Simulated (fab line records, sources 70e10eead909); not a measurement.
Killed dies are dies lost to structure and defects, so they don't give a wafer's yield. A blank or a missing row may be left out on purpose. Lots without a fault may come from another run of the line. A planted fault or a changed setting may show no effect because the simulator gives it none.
Which tool did it? | flow nand_harc | 22 lots, 66 wafers sampled, at 6 steps of a route of 1159

WHAT THE GAUGES READ, wafer by wafer
The record holds no reading of a measuring or inspecting step that can be judged against a usual standard deviation.

WHICH TOOL RAN EACH LOT (tool, then ch and the chambers of the sampled wafers, then the start)
lot  | NHARC_A_STAIRCASE_DESCUM_291       | NHARC_A_STAIRCASE_HM_DEP_462  | NHARC_A_STAIRCASE_ETCH_313         | NHARC_A_STAIRCASE_STRIP_475                   | NHARC_A_SGD_CUT_CMP_21        | NHARC_A_SGD_CUT_STRIP_28
L074 | rie_diel-09 ch 1,2,3, day 11 23:54 | acl_dep-02 ch 0, day 12 03:55 | rie_diel-09 ch 0,1,3, day 12 06:53 | rie_diel-11 ch 1,2,3, day 14 14:14 or earlier | cmp-04 ch 2,3, day 14 14:14   | rie_diel-01 ch 0,1,2, no start
L075 | rie_diel-10 ch 0,1,3, day 12 01:07 | acl_dep-02 ch 0, day 12 05:47 | rie_diel-10 ch 0,1,3, day 12 08:52 | rie_diel-10 ch 1,2,3, day 14 14:16 or earlier | cmp-03 ch 1,2,3, day 14 14:16 | rie_diel-04 ch 0,1,3, no start
L076 | rie_diel-09 ch 1,2,3, day 12 02:49 | acl_dep-03 ch 0, day 12 08:08 | rie_diel-10 ch 0,2,3, day 12 11:04 | rie_diel-10 ch 0,1,2, day 14 14:16 or earlier | cmp-01 ch 0,1,3, day 14 14:16 | rie_diel-12 ch 1,3, no start
L079 | rie_diel-11 ch 0,2,3, day 12 05:19 | acl_dep-01 ch 0, day 12 10:58 | rie_diel-10 ch 0,1,3, day 12 13:17 | rie_diel-10 ch 0,2,3, day 14 12:07            | cmp-04 ch 0,3, day 14 19:32   | rie_diel-04 ch 0,1, no start
L078 | rie_diel-11 ch 1,3, day 12 06:52   | acl_dep-02 ch 0, day 12 11:05 | rie_diel-11 ch 0,2,3, day 12 15:02 | rie_diel-09 ch 0,2,3, day 14 19:34 or earlier | cmp-03 ch 0,1,3, day 14 19:34 | rie_diel-12 ch 2,3, no start
L077 | rie_diel-11 ch 2,3, day 12 14:53   | acl_dep-02 ch 0, day 12 18:19 | rie_diel-09 ch 0,1,3, day 12 20:40 | rie_diel-11 ch 0,1,3, day 15 03:19 or earlier | cmp-01 ch 0,2,3, day 15 03:19 | rie_diel-04 ch 1,2, no start
L081 | rie_diel-10 ch 0,2,3, day 13 01:19 | acl_dep-03 ch 0, day 13 06:56 | rie_diel-09 ch 1,2, day 13 09:36   | rie_diel-09 ch 0,1, day 15 17:25 or earlier   | cmp-04 ch 1,2, day 15 17:25   | rie_diel-04 ch 0,2, no start
L080 | rie_diel-09 ch 0,1, day 13 03:04   | acl_dep-03 ch 0, day 13 10:40 | rie_diel-11 ch 0,1,2, day 13 13:50 | rie_diel-09 ch 1,3, day 15 17:26 or earlier   | cmp-01 ch 0,2, day 15 17:26   | rie_diel-01 ch 0,1,2, no start
L082 | rie_diel-11 ch 0,3, day 13 16:56   | acl_dep-03 ch 0, day 13 21:49 | rie_diel-10 ch 2,3, day 14 00:40   | rie_diel-11 ch 0,3, day 16 06:34 or earlier   | cmp-04 ch 1,2,3, day 16 06:34 | rie_diel-04 ch 0,2,3, day 16 07:17
L084 | rie_diel-10 ch 0,3, day 13 18:38   | acl_dep-03 ch 0, day 14 00:00 | rie_diel-10 ch 0,1,3, day 14 02:38 | rie_diel-11 ch 1,2,3, day 16 11:08 or earlier | cmp-03 ch 0,2,3, day 16 11:08 | rie_diel-12 ch 1,2,3, no start
L083 | rie_diel-11 ch 0,2,3, day 13 20:21 | acl_dep-01 ch 0, day 14 00:41 | rie_diel-09 ch 2,3, day 14 04:34   | rie_diel-11 ch 1,3, day 16 06:34 or earlier   | cmp-01 ch 1,3, day 16 06:34   | rie_diel-01 ch 0,2,3, no start
L087 | rie_diel-11 ch 0,1,2, day 14 21:06 | acl_dep-03 ch 0, day 15 00:32 | rie_diel-10 ch 0,1,2, day 15 03:29 | rie_diel-10 ch 0,1,2, day 17 05:11 or earlier | cmp-04 ch 0,1,2, day 17 05:11 | rie_diel-01 ch 1,2,3, no start
L085 | rie_diel-10 ch 0,1,3, day 14 22:05 | acl_dep-01 ch 0, day 15 01:50 | rie_diel-09 ch 0,1,3, day 15 03:51 | rie_diel-11 ch 1,2, day 17 05:10 or earlier   | cmp-01 ch 2,3, day 17 05:10   | rie_diel-12 ch 0,1,3, day 17 05:54
L086 | rie_diel-10 ch 0,2,3, day 14 23:48 | acl_dep-02 ch 0, day 15 02:21 | rie_diel-09 ch 0,2,3, day 15 05:08 | rie_diel-11 ch 0,1,3, day 17 05:10 or earlier | cmp-03 ch 0,1, day 17 05:10   | rie_diel-04 ch 0,3, no start
L089 | rie_diel-10 ch 1,2,3, day 15 07:22 | acl_dep-03 ch 0, day 15 09:44 | rie_diel-11 ch 0,3, day 15 12:41   | rie_diel-10 ch 0,2,3, day 17 15:26 or earlier | cmp-03 ch 0,1,3, day 17 15:26 | rie_diel-01 ch 0,1,2, no start
L088 | rie_diel-10 ch 0,3, day 15 09:15   | acl_dep-02 ch 0, day 15 11:35 | rie_diel-11 ch 2,3, day 15 14:32   | rie_diel-09 ch 0,2, day 17 08:08              | cmp-01 ch 1,2,3, day 17 15:19 | rie_diel-12 ch 0,1, no start
L091 | rie_diel-09 ch 0,2,3, day 15 12:07 | acl_dep-03 ch 0, day 15 18:29 | rie_diel-09 ch 0,1,2, day 15 21:19 | rie_diel-11 ch 0,1,2, day 17 19:50            | cmp-04 ch 0,1,3, day 18 03:21 | rie_diel-12 ch 0,2,3, no start
L090 | rie_diel-10 ch 0,3, day 15 12:36   | acl_dep-01 ch 0, day 15 19:17 | rie_diel-09 ch 0,2,3, day 15 21:45 | rie_diel-10 ch 0,1, day 18 03:19 or earlier   | cmp-03 ch 2,3, day 18 03:19   | rie_diel-01 ch 0,1, no start
L093 | rie_diel-09 ch 0,1,2, day 16 07:17 | acl_dep-01 ch 0, day 16 10:31 | rie_diel-09 ch 0,2, day 16 13:06   | rie_diel-11 ch 0,1, day 18 23:16 or earlier   | cmp-04 ch 0,1,2, day 18 23:16 | rie_diel-04 ch 1,2,3, no start
L095 | rie_diel-09 ch 0,2, day 16 12:52   | acl_dep-03 ch 0, day 16 16:01 | rie_diel-11 ch 1,2,3, day 16 19:23 | rie_diel-10 ch 0,1,2, day 18 23:17 or earlier | cmp-01 ch 1,2,3, day 18 23:17 | rie_diel-12 ch 1,2, no start
L094 | rie_diel-10 ch 1,3, day 16 15:05   | acl_dep-01 ch 0, day 16 17:21 | rie_diel-09 ch 1,2, day 16 20:23   | rie_diel-09 ch 2,3, day 18 15:10              | cmp-03 ch 0,1,2, day 18 23:16 | rie_diel-01 ch 0,2, no start
L097 | rie_diel-09 ch 0,2,3, day 17 13:05 | acl_dep-02 ch 0, day 17 15:31 | rie_diel-11 ch 0,2,3, day 17 18:28 | rie_diel-09 ch 1,2,3, day 19 23:15 or earlier | cmp-03 ch 0,2,3, day 19 23:15 | rie_diel-12 ch 0,1,3, no start
- NHARC_A_STAIRCASE_DESCUM_291: chemistry O2, time 3 s.
- NHARC_A_STAIRCASE_HM_DEP_462: deposits aC, target thk 800 nm.
- NHARC_A_STAIRCASE_ETCH_313: etches the open film in CF4/CHF3.
- NHARC_A_STAIRCASE_STRIP_475: strips in O2, time 20 s.
- NHARC_A_SGD_CUT_CMP_21: polishes, target thk 148.19 nm.
- NHARC_A_SGD_CUT_STRIP_28: strips in O2, time 20 s.

WHAT THE TOOLS THEMSELVES READ (means of the sampled wafers that have a number; where no wafer has one, the mark that the record gives instead)
NHARC_A_STAIRCASE_DESCUM_291. Usual: drypump_motor_current_A 5.6 A, standard deviation 0.45; oes_product_au 0.999 a.u., standard deviation 0.009; rf_vpp_V 57.8 V, standard deviation 0.9; showerhead_plenum_p_Torr 1.92 Torr, standard deviation 0.093; throttle_valve_pct 11.311 %, standard deviation 0.0093.
lot  | tool        | drypump_motor_current_A (A) | oes_product_au (a.u.) | rf_vpp_V (V) | showerhead_plenum_p_Torr (Torr) | throttle_valve_pct (%) | flag
L074 | rie_diel-09 | 5.3                         | 1.002                 | 57.5         | 1.91                            | 11.317                 |
L075 | rie_diel-10 | 5.6                         | 0.993                 | 57.2         | 1.89                            | 11.313                 |
L076 | rie_diel-09 | 5.3                         | 1.007                 | 57.4         | 1.91                            | 11.310                 |
L079 | rie_diel-11 | 6.0                         | 0.991                 | 58.3         | 2.04                            | 11.304                 |
L078 | rie_diel-11 | 5.6                         | 0.993                 | 57.8         | 1.92                            | 11.309                 |
L077 | rie_diel-11 | 5.8                         | 0.988                 | 58.9         | 2.04                            | 11.310                 |
L081 | rie_diel-10 | 5.6                         | 1.004                 | 58.1         | 1.86                            | 11.315                 |
L080 | rie_diel-09 | 5.0                         | 0.997                 | 58.0         | 1.95                            | 11.317                 |
L082 | rie_diel-11 | 5.8                         | 0.995                 | 58.2         | 2.00                            | 11.308                 |
L084 | rie_diel-10 | 5.9                         | 1.003                 | 57.4         | 1.83                            | 11.311                 |
L083 | rie_diel-11 | 6.0                         | 0.994                 | 58.4         | 2.03                            | 11.312                 |
L087 | rie_diel-11 | 6.1                         | 0.990                 | 58.2         | 1.97                            | 11.308                 |
L085 | rie_diel-10 | 5.5                         | 1.002                 | 57.5         | 1.89                            | 11.303                 |
L086 | rie_diel-10 | 5.6                         | 1.000                 | 57.2         | 1.85                            | 11.320                 |
L089 | rie_diel-10 | 5.5                         | 1.000                 | 57.3         | 1.87                            | 11.298                 |
L088 | rie_diel-10 | 5.9                         | 0.996                 | 56.7         | 1.82                            | 11.321                 |
L091 | rie_diel-09 | 5.5                         | 1.002                 | 57.4         | 1.86                            | 11.319                 |
L090 | rie_diel-10 | 5.6                         | 1.000                 | 57.6         | 1.86                            | 11.311                 |
L093 | rie_diel-09 | 5.2                         | 0.996                 | 58.0         | 1.91                            | 11.315                 |
L095 | rie_diel-09 | 5.5                         | 0.998                 | 57.9         | 1.87                            | 11.303                 |
L094 | rie_diel-10 | 5.5                         | 1.014                 | 58.4         | 2.00                            | 11.311                 |
L097 | rie_diel-09 | 5.5                         | 1.002                 | 57.8         | 1.85                            | 11.323                 |

NHARC_A_STAIRCASE_HM_DEP_462. Usual: throttle_valve_pct 34.999 %, standard deviation 0.0093.
lot  | tool       | throttle_valve_pct (%) | flag
L074 | acl_dep-02 | 34.989                 |
L075 | acl_dep-02 | 35.011                 |
L076 | acl_dep-03 | 34.997                 |
L079 | acl_dep-01 | 35.009                 |
L078 | acl_dep-02 | 34.995                 |
L077 | acl_dep-02 | 34.996                 |
L081 | acl_dep-03 | 35.000                 |
L080 | acl_dep-03 | 34.997                 |
L082 | acl_dep-03 | 35.013                 |
L084 | acl_dep-03 | 35.003                 |
L083 | acl_dep-01 | 34.992                 |
L087 | acl_dep-03 | 35.005                 |
L085 | acl_dep-01 | 34.995                 |
L086 | acl_dep-02 | 34.992                 |
L089 | acl_dep-03 | 35.001                 |
L088 | acl_dep-02 | 35.000                 |
L091 | acl_dep-03 | 35.004                 |
L090 | acl_dep-01 | 34.994                 |
L093 | acl_dep-01 | 34.993                 |
L095 | acl_dep-03 | 35.003                 |
L094 | acl_dep-01 | 34.999                 |
L097 | acl_dep-02 | 34.995                 |

NHARC_A_STAIRCASE_ETCH_313. Usual: drypump_motor_current_A 5.5 A, standard deviation 0.46; oes_product_au 0.937 a.u., standard deviation 0.02; rf_vpp_V 370.6 V, standard deviation 2.3; showerhead_plenum_p_Torr 1.58 Torr, standard deviation 0.067; throttle_valve_pct 16.801 %, standard deviation 0.0091.
lot  | tool        | drypump_motor_current_A (A) | oes_product_au (a.u.) | rf_vpp_V (V) | showerhead_plenum_p_Torr (Torr) | throttle_valve_pct (%) | flag
L074 | rie_diel-09 | 5.3                         | 0.938                 | 370.5        | 1.55                            | 16.805                 |
L075 | rie_diel-10 | 5.5                         | 0.926                 | 369.0        | 1.56                            | 16.800                 |
L076 | rie_diel-10 | 5.6                         | 0.972                 | 369.6        | 1.53                            | 16.803                 |
L079 | rie_diel-10 | 5.5                         | 0.973                 | 370.4        | 1.56                            | 16.801                 |
L078 | rie_diel-11 | 6.0                         | 0.920                 | 373.2        | 1.67                            | 16.798                 |
L077 | rie_diel-09 | 5.3                         | 0.976                 | 369.3        | 1.55                            | 16.786                 |
L081 | rie_diel-09 | 5.0                         | 0.930                 | 372.9        | 1.62                            | 16.801                 |
L080 | rie_diel-11 | 6.1                         | 0.917                 | 372.3        | 1.62                            | 16.804                 |
L082 | rie_diel-10 | 5.9                         | 0.924                 | 367.8        | 1.49                            | 16.795                 |
L084 | rie_diel-10 | 5.5                         | 0.928                 | 369.8        | 1.56                            | 16.806                 |
L083 | rie_diel-09 | 5.6                         | 0.947                 | 368.2        | 1.51                            | 16.802                 |
L087 | rie_diel-10 | 5.2                         | 0.927                 | 370.5        | 1.57                            | 16.799                 |
L085 | rie_diel-09 | 5.3                         | 0.928                 | 370.3        | 1.55                            | 16.796                 |
L086 | rie_diel-09 | 5.5                         | 0.932                 | 369.0        | 1.53                            | 16.809                 |
L089 | rie_diel-11 | 6.2                         | 0.915                 | 373.7        | 1.66                            | 16.800                 |
L088 | rie_diel-11 | 5.6                         | 0.921                 | 373.0        | 1.64                            | 16.798                 |
L091 | rie_diel-09 | 5.2                         | 0.925                 | 369.6        | 1.58                            | 16.804                 |
L090 | rie_diel-09 | 5.6                         | 0.961                 | 368.8        | 1.53                            | 16.803                 |
L093 | rie_diel-09 | 5.5                         | 0.928                 | 370.2        | 1.56                            | 16.805                 |
L095 | rie_diel-11 | 5.8                         | 0.956                 | 370.7        | 1.59                            | 16.804                 |
L094 | rie_diel-09 | 5.0                         | 0.938                 | 372.2        | 1.61                            | 16.799                 |
L097 | rie_diel-11 | 6.0                         | 0.921                 | 373.1        | 1.66                            | 16.794                 |

NHARC_A_STAIRCASE_STRIP_475. Usual: drypump_motor_current_A 5.6 A, standard deviation 0.47; oes_product_au 1.001 a.u., standard deviation 0.011; rf_vpp_V 57.7 V, standard deviation 0.88; showerhead_plenum_p_Torr 3.56 Torr, standard deviation 0.16; throttle_valve_pct 17.035 %, standard deviation 0.0092.
lot  | tool        | drypump_motor_current_A (A) | oes_product_au (a.u.) | rf_vpp_V (V) | showerhead_plenum_p_Torr (Torr) | throttle_valve_pct (%) | flag
L074 | rie_diel-11 | 5.8                         | 0.991                 | 56.8         | 3.58                            | 17.039                 |
L075 | rie_diel-10 | 5.5                         | 1.002                 | 57.5         | 3.46                            | 17.030                 |
L076 | rie_diel-10 | 5.2                         | 0.998                 | 57.0         | 3.53                            | 17.040                 |
L079 | rie_diel-10 | 5.6                         | 1.002                 | 57.3         | 3.43                            | 17.041                 |
L078 | rie_diel-09 | 5.5                         | 1.008                 | 58.4         | 3.43                            | 17.037                 |
L077 | rie_diel-11 | 6.0                         | 0.990                 | 59.1         | 3.58                            | 17.040                 |
L081 | rie_diel-09 | 5.2                         | 0.996                 | 58.0         | 3.52                            | 17.040                 |
L080 | rie_diel-09 | 5.4                         | 0.999                 | 57.9         | 3.43                            | 17.047                 |
L082 | rie_diel-11 | 5.8                         | 0.995                 | 58.5         | 3.66                            | 17.032                 |
L084 | rie_diel-11 | 5.8                         | 0.999                 | 57.8         | 3.57                            | 17.040                 |
L083 | rie_diel-11 | 5.6                         | 0.997                 | 57.7         | 3.52                            | 17.028                 |
L087 | rie_diel-10 | 5.2                         | 1.007                 | 57.7         | 3.52                            | 17.031                 |
L085 | rie_diel-11 | 5.9                         | 1.000                 | 58.2         | 3.62                            | 17.033                 |
L086 | rie_diel-11 | 6.0                         | 0.996                 | 57.9         | 3.57                            | 17.032                 |
L089 | rie_diel-10 | 5.6                         | 1.018                 | 58.0         | 3.59                            | 17.036                 |
L088 | rie_diel-09 | 5.5                         | 1.001                 | 58.0         | 3.46                            | 17.039                 |
L091 | rie_diel-11 | 6.1                         | 0.993                 | 58.3         | 3.62                            | 17.029                 |
L090 | rie_diel-10 | 5.3                         | 1.015                 | 57.6         | 3.54                            | 17.036                 |
L093 | rie_diel-11 | 6.3                         | 0.992                 | 57.8         | 3.62                            | 17.036                 |
L095 | rie_diel-10 | 5.3                         | 1.014                 | 57.1         | 3.51                            | 17.039                 |
L094 | rie_diel-09 | 5.6                         | 1.014                 | 57.5         | 3.37                            | 17.023                 |
L097 | rie_diel-09 | 5.3                         | 1.000                 | 58.0         | 3.48                            | 17.024                 |

NHARC_A_SGD_CUT_CMP_21. Usual: edge_zone_pressure_frac 1.000, standard deviation 0.0044; motor_current_A 12.0 A, standard deviation 1.2; retaining_ring_pressure_frac 1.000, standard deviation 0.005; time_to_endpoint_s 50.3 s, standard deviation 2.8.
lot  | tool   | edge_zone_pressure_frac | motor_current_A (A) | retaining_ring_pressure_frac | time_to_endpoint_s (s) | flag
L074 | cmp-04 | 1.004                   | 11.4                | 1.000                        | 52.6                   |
L075 | cmp-03 | 1.004                   | 13.2                | 0.995                        | 53.8                   |
L076 | cmp-01 | 0.999                   | 11.5                | 1.001                        | 50.5                   |
L079 | cmp-04 | 1.001                   | 11.8                | 1.007                        | 53.4                   |
L078 | cmp-03 | 1.002                   | 13.1                | 1.007                        | 50.6                   |
L077 | cmp-01 | 0.999                   | 12.1                | 0.996                        | 51.5                   |
L081 | cmp-04 | 1.000                   | 10.8                | 1.003                        | 51.3                   |
L080 | cmp-01 | 1.001                   | 12.6                | 1.004                        | 50.7                   |
L082 | cmp-04 | 0.999                   | 11.0                | 0.996                        | 54.5                   |
L084 | cmp-03 | 0.999                   | 12.3                | 0.999                        | 49.1                   |
L083 | cmp-01 | 0.997                   | 11.0                | 0.999                        | 47.5                   |
L087 | cmp-04 | 1.000                   | 11.1                | 1.001                        | 53.4                   |
L085 | cmp-01 | 1.001                   | 12.5                | 0.999                        | 49.8                   |
L086 | cmp-03 | 1.000                   | 13.3                | 0.997                        | 51.3                   |
L089 | cmp-03 | 0.998                   | 13.0                | 1.001                        | 52.1                   |
L088 | cmp-01 | 0.996                   | 12.1                | 0.999                        | 48.6                   |
L091 | cmp-04 | 0.999                   | 11.4                | 1.000                        | 49.9                   |
L090 | cmp-03 | 1.001                   | 11.6                | 0.999                        | 51.0                   |
L093 | cmp-04 | 1.000                   | 11.2                | 1.003                        | 49.4                   |
L095 | cmp-01 | 1.003                   | 11.7                | 0.996                        | 49.1                   |
L094 | cmp-03 | 0.998                   | 13.3                | 1.001                        | 49.8                   |
L097 | cmp-03 | 1.004                   | 12.1                | 1.000                        | 45.4                   |

NHARC_A_SGD_CUT_STRIP_28. Usual: drypump_motor_current_A 5.7 A, standard deviation 0.34; oes_product_au 0.999 a.u., standard deviation 0.011; rf_vpp_V 57.7 V, standard deviation 0.87; showerhead_plenum_p_Torr 3.50 Torr, standard deviation 0.15; throttle_valve_pct 17.037 %, standard deviation 0.0094.
lot  | tool        | drypump_motor_current_A (A) | oes_product_au (a.u.) | rf_vpp_V (V) | showerhead_plenum_p_Torr (Torr) | throttle_valve_pct (%) | flag
L074 | rie_diel-01 | 5.6                         | 1.010                 | 57.6         | 3.58                            | 17.042                 |
L075 | rie_diel-04 | 5.8                         | 1.003                 | 57.5         | 3.56                            | 17.036                 |
L076 | rie_diel-12 | 5.8                         | 0.986                 | 57.8         | 3.46                            | 17.042                 |
L079 | rie_diel-04 | 6.0                         | 0.993                 | 58.3         | 3.69                            | 17.032                 |
L078 | rie_diel-12 | 5.5                         | 1.005                 | 57.9         | 3.57                            | 17.037                 |
L077 | rie_diel-04 | 5.8                         | 1.007                 | 57.3         | 3.48                            | 17.035                 |
L081 | rie_diel-04 | 6.1                         | 1.002                 | 58.3         | 3.49                            | 17.047                 |
L080 | rie_diel-01 | 5.6                         | 1.008                 | 58.1         | 3.58                            | 17.038                 |
L082 | rie_diel-04 | 5.9                         | 1.002                 | 57.3         | 3.46                            | 17.041                 |
L084 | rie_diel-12 | 5.5                         | 0.990                 | 58.2         | 3.53                            | 17.038                 |
L083 | rie_diel-01 | 5.8                         | 1.002                 | 57.1         | 3.47                            | 17.037                 |
L087 | rie_diel-01 | 5.7                         | 1.004                 | 58.8         | 3.57                            | 17.045                 |
L085 | rie_diel-12 | 5.8                         | 0.986                 | 57.5         | 3.41                            | 17.033                 |
L086 | rie_diel-04 | 6.0                         | 0.999                 | 58.1         | 3.56                            | 17.040                 |
L089 | rie_diel-01 | 5.6                         | 1.006                 | 57.6         | 3.57                            | 17.038                 |
L088 | rie_diel-12 | 5.5                         | 0.981                 | 57.6         | 3.43                            | 17.032                 |
L091 | rie_diel-12 | 5.7                         | 0.993                 | 57.4         | 3.46                            | 17.041                 |
L090 | rie_diel-01 | 5.5                         | 1.002                 | 57.9         | 3.64                            | 17.035                 |
L093 | rie_diel-04 | 5.7                         | 1.007                 | 57.6         | 3.45                            | 17.035                 |
L095 | rie_diel-12 | 5.3                         | 0.990                 | 58.5         | 3.55                            | 17.032                 |
L094 | rie_diel-01 | 5.7                         | 1.002                 | 58.3         | 3.50                            | 17.032                 |
L097 | rie_diel-12 | 5.8                         | 0.994                 | 57.5         | 3.41                            | 17.036                 |

THE ANSWER, worked out from the rows above alone
Rule: a lot is off if the mean of its wafers that have a number lies more than 3 standard deviations from the usual mean. A lot without any number at a reading at which 4 lots or more have one is off too. The other lots that the step has rows for count as sound. The gauges are gone through in route order, then the tools' own readings, and for those a lot's mean is taken as printed above. The first step at which some lot is off is used, and at that step the reading that is off furthest; a lot without a number counts as furthest.
No lot is off at any reading shown: from this, nothing can be told.

WHAT THE SIMULATOR HAD PUT IN
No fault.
